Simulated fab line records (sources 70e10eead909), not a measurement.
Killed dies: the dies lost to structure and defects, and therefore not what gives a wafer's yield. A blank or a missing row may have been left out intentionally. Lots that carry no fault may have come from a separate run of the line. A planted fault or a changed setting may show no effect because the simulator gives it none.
Comparing a struck lot with a sound one | flow nand harc | 14 out of 1302 route steps
Sound: these wafers, L529.2, L529.3, L529.4. The struck wafers were L535.2, L535.3, L535.4. The cause comes at the end.
At each step with rows: each side's tool, then ch and its chambers, then its first start. Under that, the readings that differ: sound wafers | struck wafers | difference of the means | sigmas: that difference in standard deviations of wafers without a fault.
alike: readings with means less than 2 such deviations apart, plus words and numbers identical on both sides. not compared: withheld readings, readings lacking a value on some wafer, bounds such as >300 that could conceal the same value, and numbers that have no deviation in the record and whose values overlap.
A row with sigmas, a row that says differs or no value, or rows on one side alone: a step with any of these is where the two part. When numbers do not overlap yet have no deviation, they are printed without sigmas and do not part them. A reading missing from all wafers of one side parts the sides only when that side holds two or more wafers.

NHARC_A_BLC_CVD_24: deposits W, target thk 150 nm, time 434 s.
  sound on cvd w-02 ch 0,1; struck on cvd w-02 ch 0,1
  alike: heater power w, mfc ar sccm, throttle valve pct
NHARC_A_BLC_CMP_25: polishes, t overpolish 30 s, target thk 150 nm.
  sound on cmp-01 ch 0,2,3, day 23 00:43; struck on cmp-01 ch 0,1,2, day 26 04:02
  alike: motor current A, overpolish run s, retaining ring pressure frac, time to endpoint s
following that, these wafers have no rows for 1 step: NHARC_A_BLC_SRD_27.
NHARC_A_BLC_INSPECT_28:
  sound on defect inspect-01 at day 23 01:07; struck on defect inspect-02 at day 26 04:26
  alike: raw defect count
then, 7 steps without rows for these wafers: NHARC_A_M0_DEP_00 (deposits SiOC, target thk 150 nm); NHARC_A_M0_DEHYDRATE_01 (time 120 s); NHARC_A_M0_HMDS_02 (time 30 s); NHARC_A_M0_COAT_33 (time 65 s); NHARC_A_M0_COAT_03 (resist thk 90 nm); NHARC_A_M0_SOFTBAKE_04 (time 55 s); NHARC_A_M0_EBR_05.
NHARC_A_M0_EXPOSE_06: exposes mask A M0, target cd 80 nm.
  sound on arfi scanner-03 ch 0, day 23 01:45; struck on arfi scanner-03 ch 0, day 26 05:05
  reading              | sound             | struck            | difference | sigmas
  exposure dose mJ cm2 | 83.23 83.24 83.31 | 82.20 82.30 82.26 | -1.01      | -11
  alike: mask
then, 1 step without rows for these wafers: NHARC_A_M0_PEB_07 (peb time 65 s).
NHARC_END_SORT_01:
  sound on prober-01 ch 0, day 24 18:32; struck on prober-02 ch 0, day 27 21:46
  reading                  | sound          | struck         | difference | sigmas
  defect limited yield (%) | 96.8 95.1 94.1 | 88.9 85.2 87.0 | -8.3       | -3
  killed at array          | 17 24 32       | 73 96 81       | +59        | +3
  killed at other          | 3 2 6          | 0 0 0          | -4         | -2
  killed dies              | 22 33 40       | 75 100 88      | +56        | +3
  sort_bin_2_pct (%)       | 1.0 1.5 1.6    | 5.6 6.1 5.3    | +4.3       | +3
  sort_bin_3_pct (%)       | 0 0.4 0        | 0.7 1.3 1.3    | +1.0       | +2
  sort n pass              | 655 644 637    | 602 577 589    | -56        | -3
  sort yield pct (%)       | 96.8 95.1 94.1 | 88.9 85.2 87.0 | -8.3       | -3
  alike: killed at periphery, killed open, killed short, sort_bin_4_pct, sort rim yield pct

## WHERE THEY PART
First at NHARC_A_M0_EXPOSE_06; last, within this record, at NHARC_END_SORT_01.

WHY: whatever the simulator had introduced
Drift in process parameters on arfi scanner-03 at NHARC_A_M0_EXPOSE_06, starting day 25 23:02. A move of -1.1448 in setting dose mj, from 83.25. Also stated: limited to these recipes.
